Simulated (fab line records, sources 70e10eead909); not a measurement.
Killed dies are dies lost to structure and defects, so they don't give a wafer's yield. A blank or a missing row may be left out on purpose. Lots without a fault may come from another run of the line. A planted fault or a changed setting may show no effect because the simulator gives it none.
Which tool did it? | flow nand_harc | 11 lots, 33 wafers sampled, at 5 steps of a route of 1302

WHAT THE GAUGES READ, wafer by wafer
NHARC_END_SORT_01.
lot  | measured     | on        | killed_at_array | killed_at_other | killed_at_periphery | killed_dies | killed_open | killed_short
L591 | day 23 20:02 | prober-02 | 89 101 90       | 1 4 4           | 2 2 5               | 92 107 99   | 0 4 3       | 3 2 2
L592 | day 25 05:35 | prober-02 | 71 80 82        | 2 1 0           | 9 10 5              | 82 91 87    | 4 1 6       | 2 4 0
L608 | day 32 08:30 | prober-02 | 85 83 75        | 0 0 1           | 1 4 4               | 86 87 80    | 2 3 2       | 5 3 4
L606 | day 33 00:08 | prober-01 | 674 41 44       | 0 2 1           | 3 0 2               | 677 43 47   | 2 3 3       | 1 1 4
L605 | day 32 17:01 | prober-01 | 675 68 68       | 0 2 1           | 2 6 0               | 677 76 69   | 1 10 1      | 5 2 2
L613 | day 34 00:19 | prober-02 | 79 83 82        | 1 1 0           | 2 2 4               | 82 86 86    | 1 2 6       | 0 6 1

WHICH TOOL RAN EACH LOT (tool, then ch and the chambers of the sampled wafers, then the start)
lot  | NHARC_A_STAIRCASE_DESCUM_219       | NHARC_A_STAIRCASE_TRIM_220         | NHARC_A_STAIRCASE_TRIM_231         | NHARC_A_STAIRCASE_STRIP_238
L591 | rie_diel-10 ch 0,1,3, day 15 15:25 | rie_diel-10 ch 0,2,3, day 15 15:38 | rie_diel-10 ch 0,2,3, day 15 16:55 | plasma_asher-01 ch 0,1, day 15 17:43
L592 | rie_diel-04 ch 0,2,3, day 16 19:50 | rie_diel-04 ch 1,2,3, day 16 19:56 | rie_diel-04 ch 1,2,3, day 16 21:20 | plasma_asher-02 ch 0,1, day 16 22:06
L593 | rie_diel-10 ch 0,2,3, day 16 20:41 | rie_diel-10 ch 0,3, day 16 20:47   | rie_diel-10 ch 0,2, day 16 22:19   | plasma_asher-01 ch 0,1, day 16 23:16
L595 | rie_diel-10 ch 0,3, day 17 06:52   | rie_diel-10 ch 0,2,3, day 17 06:59 | rie_diel-10 ch 1,2, day 17 08:19   | plasma_asher-01 ch 0,1, day 17 09:20
L596 | rie_diel-04 ch 0,2,3, day 17 15:46 | rie_diel-04 ch 1,2, day 17 15:50   | rie_diel-10 ch 0,2,3, day 17 17:49 | plasma_asher-01 ch 0,1, day 17 18:40
L608 | rie_diel-04 ch 2,3, day 22 12:10   | rie_diel-04 ch 2,3, day 22 12:16   | rie_diel-04 ch 0,1,2, day 22 13:34 | plasma_asher-02 ch 0,1, day 22 14:21
L606 | rie_diel-10 ch 1,3, day 22 12:39   | rie_diel-10 ch 1,3, day 22 12:44   | rie_diel-10 ch 0,2,3, day 22 14:10 | plasma_asher-02 ch 1, day 22 15:03
L605 | rie_diel-10 ch 0,2,3, day 22 13:37 | rie_diel-10 ch 2,3, day 22 13:41   | rie_diel-10 ch 0,1,2, day 22 15:13 | plasma_asher-02 ch 0,1, day 22 16:14
L609 | rie_diel-10 ch 0,2,3, day 23 18:44 | rie_diel-10 ch 0,3, day 23 18:48   | rie_diel-04 ch 0,1,2, day 23 20:11 | plasma_asher-02 ch 0,1, day 23 23:47
L612 | rie_diel-03 ch 2,3, day 24 11:19   | rie_diel-03 ch 0,1, day 24 11:24   | rie_diel-04 ch 0,2, day 24 12:45   | plasma_asher-01 ch 0,1, day 24 14:08
L613 | rie_diel-03 ch 0,1,2, day 25 13:26 | rie_diel-03 ch 0,3, day 25 13:30   | rie_diel-10 ch 2,3, day 25 14:56   | plasma_asher-01 ch 0,1, day 25 15:48
- NHARC_A_STAIRCASE_DESCUM_219: chemistry O2, time 3 s.
- NHARC_A_STAIRCASE_TRIM_220: chemistry O2, time 211.2 s.
- NHARC_A_STAIRCASE_TRIM_231: chemistry O2, time 211.2 s.
- NHARC_A_STAIRCASE_STRIP_238: strips in O2.

WHAT THE TOOLS THEMSELVES READ (means of the sampled wafers that have a number; where no wafer has one, the mark that the record gives instead)
NHARC_A_STAIRCASE_DESCUM_219.
lot  | tool        | drypump_motor_current_A (A) | o2_flow_sccm (sccm) | oes_product_au (a.u.) | rf_vpp_V (V) | showerhead_plenum_p_Torr (Torr) | throttle_valve_pct (%)
L591 | rie_diel-10 | 5.7                         | 199.8               | 1.007                 | 58.3         | 1.97                            | 11.312
L592 | rie_diel-04 | 5.7                         | 200.2               | 0.996                 | 57.9         | 1.83                            | 11.311
L593 | rie_diel-10 | 5.8                         | 199.4               | 1.005                 | 58.0         | 1.90                            | 11.316
L595 | rie_diel-10 | 5.7                         | 200.3               | 1.006                 | 58.3         | 1.92                            | 11.314
L596 | rie_diel-04 | 5.7                         | 199.6               | 1.006                 | 57.0         | 1.83                            | 11.310
L608 | rie_diel-04 | 5.8                         | 199.7               | 1.003                 | 57.2         | 1.79                            | 11.318
L606 | rie_diel-10 | 5.5                         | 199.8               | 1.007                 | 58.5         | 1.95                            | 11.304
L605 | rie_diel-10 | 5.9                         | 200.2               | 1.000                 | 58.1         | 1.88                            | 11.306
L609 | rie_diel-10 | 5.9                         | 199.6               | 1.012                 | 57.9         | 1.88                            | 11.315
L612 | rie_diel-03 | 6.3                         | 200.2               | 0.998                 | 57.6         | 1.96                            | 11.316
L613 | rie_diel-03 | 6.1                         | 200.0               | 0.996                 | 58.5         | 2.01                            | 11.318

NHARC_A_STAIRCASE_TRIM_220.
lot  | tool        | drypump_motor_current_A (A) | o2_flow_sccm (sccm) | oes_product_au (a.u.) | rf_vpp_V (V) | run_length_s (s) | showerhead_plenum_p_Torr (Torr) | throttle_valve_pct (%)
L591 | rie_diel-10 | 5.9                         | 500.0               | 1.008                 | 57.9         | 233.0            | 3.50                            | 17.035
L592 | rie_diel-04 | 6.0                         | 500.6               | 1.008                 | 57.5         | 233.1            | 3.41                            | 17.032
L593 | rie_diel-10 | 5.6                         | 499.4               | 0.996                 | 58.3         | 232.9            | 3.56                            | 17.046
L595 | rie_diel-10 | 5.9                         | 501.3               | 1.004                 | 58.1         | 232.9            | 3.50                            | 17.044
L596 | rie_diel-04 | 6.2                         | 498.8               | 1.006                 | 57.9         | 233.1            | 3.47                            | 17.033
L608 | rie_diel-04 | 5.9                         | 499.6               | 1.001                 | 57.6         | 232.8            | 3.33                            | 17.042
L606 | rie_diel-10 | 5.5                         | 500.6               | 1.005                 | 57.4         | 232.7            | 3.60                            | 17.034
L605 | rie_diel-10 | 6.0                         | 502.5               | 1.010                 | 57.7         | 233.1            | 3.43                            | 17.039
L609 | rie_diel-10 | 5.6                         | 499.6               | 1.004                 | 57.3         | 232.8            | 3.53                            | 17.043
L612 | rie_diel-03 | 5.8                         | 500.2               | 0.996                 | 57.4         | 232.5            | 3.75                            | 17.038
L613 | rie_diel-03 | 6.1                         | 499.0               | 0.997                 | 57.9         | 232.5            | 3.65                            | 17.035

NHARC_A_STAIRCASE_TRIM_231.
lot  | tool        | drypump_motor_current_A (A) | o2_flow_sccm (sccm) | oes_product_au (a.u.) | rf_vpp_V (V) | run_length_s (s) | showerhead_plenum_p_Torr (Torr) | throttle_valve_pct (%)
L591 | rie_diel-10 | 5.9                         | 499.3               | 1.006                 | 57.4         | 233.0            | 3.50                            | 17.045
L592 | rie_diel-04 | 6.0                         | 499.9               | 1.005                 | 57.4         | 232.7            | 3.41                            | 17.037
L593 | rie_diel-10 | 6.2                         | 499.5               | 0.999                 | 58.0         | 233.0            | 3.45                            | 17.040
L595 | rie_diel-10 | 6.0                         | 498.1               | 1.008                 | 58.3         | 232.8            | 3.63                            | 17.029
L596 | rie_diel-10 | 5.9                         | 501.1               | 1.002                 | 58.0         | 232.9            | 3.49                            | 17.047
L608 | rie_diel-04 | 5.9                         | 499.5               | 1.002                 | 57.4         | 233.0            | 3.42                            | 17.037
L606 | rie_diel-10 | 5.9                         | 500.0               | 0.999                 | 58.4         | 208.8            | 3.48                            | 17.032
L605 | rie_diel-10 | 6.0                         | 499.0               | 1.007                 | 57.8         | 209.0            | 3.54                            | 17.039
L609 | rie_diel-04 | 5.9                         | 501.4               | 0.991                 | 57.7         | 233.2            | 3.42                            | 17.032
L612 | rie_diel-04 | 5.6                         | 499.9               | 1.009                 | 57.2         | 232.9            | 3.39                            | 17.042
L613 | rie_diel-10 | 5.7                         | 501.3               | 1.002                 | 57.7         | 233.0            | 3.47                            | 17.034

NHARC_A_STAIRCASE_STRIP_238.
lot  | tool            | drypump_motor_current_A (A) | heater_power_w (W)
L591 | plasma_asher-01 | 5.9                         | 356
L592 | plasma_asher-02 | 5.3                         | 308
L593 | plasma_asher-01 | 5.5                         | 347
L595 | plasma_asher-01 | 5.5                         | 347
L596 | plasma_asher-01 | 5.5                         | 341
L608 | plasma_asher-02 | 5.8                         | 288
L606 | plasma_asher-02 | 4.9                         | 316
L605 | plasma_asher-02 | 5.3                         | 310
L609 | plasma_asher-02 | 5.8                         | 288
L612 | plasma_asher-01 | 5.5                         | 341
L613 | plasma_asher-01 | 5.9                         | 349

THE ANSWER, worked out from the rows above alone
Rule: what is usual is taken from the lots themselves. Put in order of their means at a reading, lots are off if they are a third of the lots or fewer, leave a main group of 4 or more, and stand apart from it by a gap of 3 or more times the standard deviation of the main group's means; of several such gaps the widest counts. A main group whose means are all the same, to the digits that the tables above print for the reading, isn't used. A lot without any number at a reading at which 4 lots or more have one is off too. The other lots that the step has rows for count as sound. The gauges are gone through in route order, then the tools' own readings, and for those a lot's mean is taken as printed above. The first step at which some lot is off is used, and at that step the reading that is off furthest; a lot without a number counts as furthest.
Off: L606, L605, at NHARC_END_SORT_01 (killed_at_array). The main group: mean 83, standard deviation 5.9. Neither off nor sound, because the step has no rows for them: L593, L595, L596, L609, L612.
A tool fits if, at a process step before that reading, it ran every lot that is off, and no sound lot after the first of them. The gauges at NHARC_END_SORT_01 aren't tried: what is off there is off at NHARC_A_STAIRCASE_TRIM_231 too, on other tools, and a gauge's error can't cause that. Can't be told from this: 2 tools fit, rie_diel-10 at NHARC_A_STAIRCASE_DESCUM_219 and NHARC_A_STAIRCASE_TRIM_220, plasma_asher-02 at NHARC_A_STAIRCASE_STRIP_238.

WHAT THE SIMULATOR HAD PUT IN
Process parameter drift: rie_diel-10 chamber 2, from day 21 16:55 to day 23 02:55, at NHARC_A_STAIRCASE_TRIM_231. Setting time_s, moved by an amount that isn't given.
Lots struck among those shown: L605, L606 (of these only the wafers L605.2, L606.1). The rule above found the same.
